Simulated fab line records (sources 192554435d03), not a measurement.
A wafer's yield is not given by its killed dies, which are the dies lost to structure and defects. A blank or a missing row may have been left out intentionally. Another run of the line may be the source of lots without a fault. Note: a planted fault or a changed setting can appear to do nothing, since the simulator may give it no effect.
fab line records    flow n5Finfet
record lots=4  wafers=12  lastDay=18
route steps=1938 shown BEOL_M14@1722 PASSIVATION@1936
lots untouched by any fault: they come from a run of this same line in which no faults occurred
startH: the number of hours between the record's first day and the start of the first shown wafer of the lot    waitH: hours from the lot's prior step to this one    " repeats the value in the row above    L1.1+2: several wafers, shown together as one row    - either no value or no given start    * or withheld: withheld    < > ~ a bound
route shown NAME@n: a module of which the file shows steps, and the number in the route of the first    usual: the fault-free wafers' mean and standard deviation    same: alike in all rows    chamber/n: place in a boat    sites: each site's reading    _std_site: their standard deviation    _edge_site: inner sites' mean taken away from outer sites' mean    radiusMm: for every site, how far away it sits from the centre of the wafer    mask NAME#n: copy n    behind: the tool/chamber that last shaped the wafer    hold: what put the lot on hold/how long, in hours/how the hold closed    device: the n, p or np transistor that did not switch    end of line: the tests these same wafers got at the end of their route    for a step that has no rows: nothing shown but its recipe    killed: dies that structure and defects cost at the first sort, which is not the same as the wafer's yield    map: per-die view of a wafer (x killed, . not killed, _ where there is no die)
set.NAME: the setting that was run; set.NAME@STEP: the one run at that earlier step    model.NAME: the simulator's own value behind a step, which no gauge read
a table for each step, a row for each wafer; lots at some steps of the route
## steps
# step N5_BEOL_M14_EXPOSE_07
# recipe maskId=V13  na=0.8  sourceShape=annular  sigmaInner=0.5  sigmaOuter=0.8  polarization=unpolarized  attpsmPhaseDeg=180  doseMj=57
# step N5_BEOL_M14_PEB_08
# recipe pebTempC=130  pebTimeS=90
# step N5_BEOL_M14_DEVELOP_09
# recipe developTimeS=45  rinseLiquid=diw  dry=airSpin  devTempC=21
# step N5_BEOL_M14_HARDBAKE_14
# recipe tempC=130  timeS=120
# step N5_BEOL_M14_DESCUM_15
# recipe chemistry=O2  timeS=7.9  sourcePowerW=50  biasPowerW=20  pressureMtorr=20  rfFrequencyHz=2.712e+07  tempC=40  o2FlowSccm=225
# step N5_BEOL_M14_ETCH_59
# recipe chemistry=N2/H2  target=BARC  targetDepthA=890  overetchA=267  timeS=67.9  ionEnergyEv=200  pressureMtorr=30  sourceW=840  biasW=150  n2FlowSccm=200  h2FlowSccm=200
# step N5_BEOL_M14_VIA_ETCH_16
# recipe chemistry=C4F8/O2/Ar  target=SiO2  heInnerTorr=15  heOuterTorr=30  targetDepthA=12313  timeS=withheld  ionEnergyEv=800  pressureMtorr=20  sourceW=1905  biasW=2040  Ar_flow_sccm=400  C4F8_flow_sccm=16  O2_flow_sccm=12  ends=cleared
# step N5_BEOL_M14_STRIP_63
# recipe chemistry=O2  powerW=600  tempC=60  pressureMtorr=30  rfFrequencyHz=6e+07  biasPowerW=0  overashFraction=0.3  o2FlowSccm=225
# step N5_BEOL_M14_STRIP_64
# recipe chemistry=O2  powerW=600  tempC=60  pressureMtorr=30  rfFrequencyHz=6e+07  biasPowerW=0  overashFraction=0.3  o2FlowSccm=225
# step N5_BEOL_M14_STRIP_71
# recipe chemistry=postEtchResidueRemover  timeS=60  tempC=25  removerPh=withheld  removerWaterWtPct=withheld  removerFluorideWtPct=withheld
# usual tempC=25.00/0.11
lot.wafer  tool         chamber  startH  waitH  tempC
L794.1     wetBench-02  6        248.63  -      24.81
L794.2     "            7        "       "      24.95
L794.3     "            0        "       "      24.99
L799.2     wetBench-02  5        267.45  -      25.04
L799.3     "            7        "       "      25.15
L799.6     "            3        "       "      25.09
L803.2     wetBench-02  5        290.56  -      24.97
L803.5     "            7        "       "      25.01
L803.6     "            0        "       "      24.99
L816.1     wetBench-01  7        405.38  -      25.16
L816.2     "            3        "       "      24.85
L816.6     "            1        "       "      25.03
# step N5_BEOL_M14_SRD_72
# recipe timeS=30  tempC=23  rinseLiquid=diw  dry=n2Spin  spinRpm=1500  dryTimeS=30
# step N5_BEOL_M14_COAT_65
# recipe resist=SOC  tempC=250  timeS=60  spinRpm=1500  resistThkNm=450
# step N5_BEOL_M14_COAT_66
# recipe resist=SiARC  tempC=220  timeS=60  spinRpm=1500  resistThkNm=110
# step N5_BEOL_M14_COAT_22
# recipe spinRpm=2888  resistThkNm=300
# step N5_BEOL_M14_EBR_24
# recipe solvent=PGMEA  ebrWidthMm=1.5
# step N5_BEOL_M14_SOFTBAKE_23
# recipe tempC=130  timeS=60
# step N5_BEOL_M14_EXPOSE_25
# recipe maskId=M14  na=0.8  sourceShape=annular  sigmaInner=0.5  sigmaOuter=0.8  polarization=unpolarized  targetCdNm=280  doseMj=26.6
# step N5_BEOL_M14_PEB_26
# recipe pebTempC=130  pebTimeS=90
# step N5_BEOL_M14_DEVELOP_27
# recipe developTimeS=45  rinseLiquid=diw  dry=airSpin  devTempC=21
# step N5_BEOL_M14_HARDBAKE_32
# recipe tempC=130  timeS=120
# step N5_BEOL_M14_INSPECT_30
# recipe mode=adi  inspectInstrument=macro
# usual rawDefectCount=2.3/1.6
lot.wafer  tool              chamber  startH  waitH  rawDefectCount
L794.1     defectInspect-01  -        249.19  0.0    4
L794.2     "                 -        "       "      2
L794.3     "                 -        "       "      2
L799.2     defectInspect-02  -        267.89  0.0    >300
L799.3     "                 -        "       "      >300
L799.6     "                 -        "       "      >300
L803.2     defectInspect-01  -        291.12  0.0    >300
L803.5     "                 -        "       "      >300
L803.6     "                 -        "       "      >300
L816.1     defectInspect-02  -        405.95  0.0    2
L816.2     "                 -        "       "      3
L816.6     "                 -        "       "      2
# step N5_BEOL_M14_DESCUM_33
# recipe chemistry=O2  timeS=7.9  sourcePowerW=50  biasPowerW=20  pressureMtorr=20  rfFrequencyHz=2.712e+07  tempC=40  o2FlowSccm=225
# step N5_PASSIVATION_PROBE_49
# usual defectLimitedYield=91.1/1.3  killed_at_M0_to_M3=35/11  killed_at_M4_up=13/5.4  killedAtContacts=14/6.5  killedAtFrontEnd=41/11  killedAtOther=4/3.1  killedDies=106/15  killedOpen=69/12  killedShort=35/7  sort_bin_5_function=5.2/0.86  sort_bin_6_memory=3.4/0.64  sortNPass=1074/15  sortYieldPct=91.0/1.3
# same grossDies=1180  killedAtBackSide=0  sort_bin_4_leakage[%]=0  sort_bin_8_speed[%]=0
lot.wafer  tool       chamber  startH  waitH  defectLimitedYield[%]  killed_at_M0_to_M3  killed_at_M4_up  killedAtContacts  killedAtFrontEnd  killedAtOther  killedDies  killedOpen  killedShort  sort_bin_5_function[%]  sort_bin_6_memory[%]  sortNPass  sortYieldPct[%]
L799.2     prober-01  -        293.49  0.1    84.7                   41                  99               15                24                2              181         57          32           9.3                     3.2                   999        84.7
L799.3     prober-01  -        293.54  0.1    80.9                   39                  148              11                27                0              225         62          27           10.8                    5.3                   955        80.9
L799.6     prober-01  -        293.69  0.3    83.8                   33                  119              20                17                2              191         50          28           9.6                     3.8                   989        83.8
L803.2     prober-01  -        316.00  0.1    84.7                   31                  104              14                28                3              180         60          25           9.0                     3.8                   1000       84.7
L803.5     prober-01  -        316.15  0.2    80.9                   10                  139              19                48                9              225         69          24           12.6                    3.6                   955        80.9
L803.6     prober-01  -        316.20  0.3    84.4                   7                   131              8                 31                7              184         51          14           10.4                    2.6                   996        84.4
L816.1     prober-02  -        434.62  0.0    91.4                   23                  16               11                50                1              101         50          49           4.0                     4.2                   1079       91.4
L816.2     prober-02  -        434.67  0.1    93.0                   22                  15               3                 41                2              83          38          43           3.8                     2.6                   1097       93.0
L816.6     prober-02  -        434.87  0.3    91.0                   42                  8                5                 49                2              106         59          47           5.4                     3.1                   1074       91.0
# killed by level:class
L799.2 BEOL_M14:unspecified=91 MOL_CONTACT_COAG:geometricParticle:open=12 BEOL_M3:geometricParticle:open=8 FIN_SAQP:geometricParticle:open=7 BEOL_M1:geometricParticle:open=6 BEOL_M3:geometricParticle:short=6 GATE_CUT:geometricParticle:short=5 BEOL_M0_SAQP:geometricParticle:open=5
L799.3 BEOL_M14:unspecified=132 MOL_CONTACT_COAG:geometricParticle:open=10 BEOL_M0_SAQP:geometricParticle:open=10 STI_FIN_REVEAL:geometricParticle:open=8 BEOL_M0_SAQP:geometricParticle:short=7 BEOL_M3:geometricParticle:open=6 BEOL_M3:geometricParticle:short=6 DUMMY_GATE:geometricParticle:open=5
L799.6 BEOL_M14:unspecified=112 MOL_CONTACT_COAG:geometricParticle:open=15 BEOL_M0_SAQP:geometricParticle:short=8 BEOL_M3:geometricParticle:short=6 DUMMY_GATE:geometricParticle:open=5 MOL_CONTACT_COAG:geometricParticle:short=5 BEOL_M0_SAQP:geometricParticle:open=4 BEOL_M1:geometricParticle:open=4
L803.2 BEOL_M14:unspecified=95 BEOL_M3:geometricParticle:open=13 MOL_CONTACT_COAG:geometricParticle:open=10 FIN_SAQP:geometricParticle:open=9 BEOL_M0_SAQP:geometricParticle:short=7 DUMMY_GATE:geometricParticle:open=5 MOL_CONTACT_COAG:geometricParticle:short=4 STI_FIN_REVEAL:geometricParticle:open=3
L803.5 BEOL_M14:unspecified=132 MOL_CONTACT_COAG:geometricParticle:open=15 STI_FIN_REVEAL:geometricParticle:open=15 FIN_SAQP:geometricParticle:open=10 STI_FIN_REVEAL:geometricParticle:short=4 MOL_CONTACT_COAG:geometricParticle:short=4 BEOL_M3:geometricParticle:open=4 STARTING-WAFER:geometricParticle:short=4
L803.6 BEOL_M14:unspecified=117 FIN_SAQP:geometricParticle:open=6 STI_FIN_REVEAL:geometricParticle:open=6 MOL_CONTACT_COAG:geometricParticle:open=5 BEOL_M7:geometricParticle:open=4 BEOL_M8:geometricParticle:open=4 PAD_METAL:geometricParticle:short=4 BEOL_M4:geometricParticle:open=3
L816.1 FIN_SAQP:geometricParticle:short=16 STI_FIN_REVEAL:geometricParticle:open=13 MOL_CONTACT_COAG:geometricParticle:open=10 BEOL_M0_SAQP:geometricParticle:short=10 FIN_SAQP:geometricParticle:open=6 BEOL_M4:geometricParticle:open=6 BEOL_M0_SAQP:geometricParticle:open=4 BEOL_M3:geometricParticle:open=4
L816.2 FIN_SAQP:geometricParticle:short=17 STI_FIN_REVEAL:geometricParticle:open=12 BEOL_M3:geometricParticle:short=9 BEOL_M0_SAQP:geometricParticle:short=6 BEOL_M0_SAQP:geometricParticle:open=5 ILD0:geometricParticle:short=4 FIN_SAQP:geometricParticle:open=3 MOL_CONTACT_COAG:geometricParticle:open=3
L816.6 STI_FIN_REVEAL:geometricParticle:open=25 BEOL_M0_SAQP:geometricParticle:short=20 BEOL_M0_SAQP:geometricParticle:open=7 FIN_SAQP:geometricParticle:short=6 STI_FIN_REVEAL:geometricParticle:short=6 BEOL_M3:geometricParticle:short=6 BEOL_M3:geometricParticle:open=5 ILD0:geometricParticle:open=3
# map L799.3 (x killed, . not)
_________________x...........________________
______________..........x..x...._____________
___________.................x......__________
__________.x........................_________
________......xx.....x................_______
_______.........x..............xx......______
______.x....x.x...x..........x........x._____
_____...x.xx.x.xx.....x.......x...x.....x____
____.....xxx.xxx.xx.x.....................___
___......xxxxxxxxxx..x..x...........x......__
___....x..xxxxxxxxxx..........x............__
__......xxxxxxxxxxxxx.x...x................._
__......x.xxxxxxxxxxx.x.........x......x...._
_........xxxxxxxxxxxxx.x........x....x.......
_.....xxxxxxxxxxxxxxx.......x......x.........
_.....xxxxxxxxxxxxxx..x...x........xx.....x..
_.....x..xxxxxxxxxxxx..xx....x...........x...
_.....x..xxx.xxxxxxx.....x...................
_............x..x.......x....................
_...............xx.xx...x.....x........x.....
_x.........................x.................
__..x....x............x....................._
__.........................................x_
___....x..x..x.x....x.....xx...........x...__
___........xx.....x.................x......__
____.x.....x.......x......................___
_____....x..x.......x.x.................x____
______.xx.....................x.......xx_____
_______..x..........x...x..............______
________.............................._______
__________x...x.....x..x............_________
___________......x........x..x.....__________
______________........x........._____________
_________________......x.....________________
# map L803.5 (x killed, . not)
_________________.x.....x....________________
______________........x........._____________
___________.x.x.xx.................__________
__________.........................._________
________....xx................x......._______
_______.......................x....x...______
______..........xxx.......xx...x....x..._____
_____x.....x..x.xx.....x.....x......x....____
____......xxxxxxxx....x.........x...x.....___
___....x..xxxxxxxxxxx.......x..............__
___....x.xxxxxxxxxxx........x............x.__
__.....xxxxxxxxxxxxxxx..............x...x..._
__.....xxxxxxxxxxxxxxx.xx..................._
_.......xxxxxxxxxxxxxxx...x..................
_.......xxxxxxxxxxxxxx.x...................x.
_..x.....xxxxxxxxxxx..x.x....................
_..x....x.xxxxxxxxxx.x..........x.........x..
_.........xxxxxxxx...............x.........x.
_........xxxx..x.x..x.x....x...x......x......
_..........xx...................x............
_....x..........................x.x..........
__x...................................x....._
__....x..x..x......x........................_
___.x.......................x...xx...x.....__
___........................................__
____..x................x.............x..x.___
_____....xx.....x..x..........x....x..x..____
______.............x...................._____
_______x...................xxx.x.......______
________....x.x.xx......x............._______
__________..................x......._________
___________........................__________
______________.........x.x...xx._____________
_________________............________________
## key
firstSign step=N5_BEOL_M14_INSPECT_30  reading=rawDefectCount  direction=up  sigmas=99+  usual=2.3  struck=>300
effect step=N5_PASSIVATION_PROBE_49  reading=killed_at_M4_up  direction=up  sigmas=20  usual=13  struck=123
moreKillsBornAt N5_BEOL_M14_STRIP_71@wetBench-02=679
metAt N5_BEOL_M14_STRIP_71
struckWafers L799.2,L799.3,L799.6,L803.2,L803.5,L803.6
onsetBetween 248.63 267.45
fault kind=chamberParticleSource  tool=wetBench-02  chamber=-  onsetH=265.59  steps=N5_BEOL_M14_STRIP_71  ratePerVisitCm2=1.0488  endH=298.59
